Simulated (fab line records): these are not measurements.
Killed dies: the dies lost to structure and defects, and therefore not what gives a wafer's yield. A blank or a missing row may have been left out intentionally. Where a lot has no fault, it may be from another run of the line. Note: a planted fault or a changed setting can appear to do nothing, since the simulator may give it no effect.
Chamber matching | flow n5 finfet | N5_BEOL_M6_ILD_DEP_00 on pecvd-01 has 3 sister chambers
The step deposits SiCOH lowk from DEMS/porogen, target thk 179.75 nm, time 33.4 s. 3 wafers are shown with their chamber, then 9 later ones without.

== WAFERS WITH THEIR CHAMBER ==
wafer  | chamber | throttle valve pct (%)
L083.4 | 2       | 13.1
L083.5 | 0       | 15.2
L083.6 | 1       | 13.6

== WAFERS WITH NO CHAMBER GIVEN ==
wafer  | throttle valve pct (%)
L093.1 | 13.7
L093.4 | 13.2
L093.5 | 15.1
L082.1 | 13.9
L082.3 | 13.1
L082.6 | 15.4
L096.3 | 15.0
L096.4 | 15.2
L096.6 | 12.9

== CHAMBER TAKEN BY EACH ==
wafer  | from the rows above     | in truth
L093.1 | 1                       | 1
L093.4 | can't be placed: 2 or 1 | 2
L093.5 | 0                       | 0
L082.1 | 1                       | 1
L082.3 | 2                       | 2
L082.6 | 0                       | 0
L096.3 | 0                       | 0
L096.4 | 0                       | 0
L096.6 | 2                       | 2
Placed correctly: 8 of 9. From these rows, 1 cannot be placed; in 1 the true chamber is one of the candidates. Wrongly placed: 0.
How it was worked out, from the rows above alone: a wafer's distance from a chamber is the root of the sum, over the readings, of the square of ((its reading less the chamber's mean) divided by the reading's scatter). If the next closest chamber is less than 2 further off than the closest, the wafer can't be placed; otherwise it belongs to the closest. For every chamber, the mean is computed from those of its wafers that are shown. The scatter (one wafer shown for each chamber): square how far every hidden wafer sits from the nearest shown wafer, average those squares and take the square root.
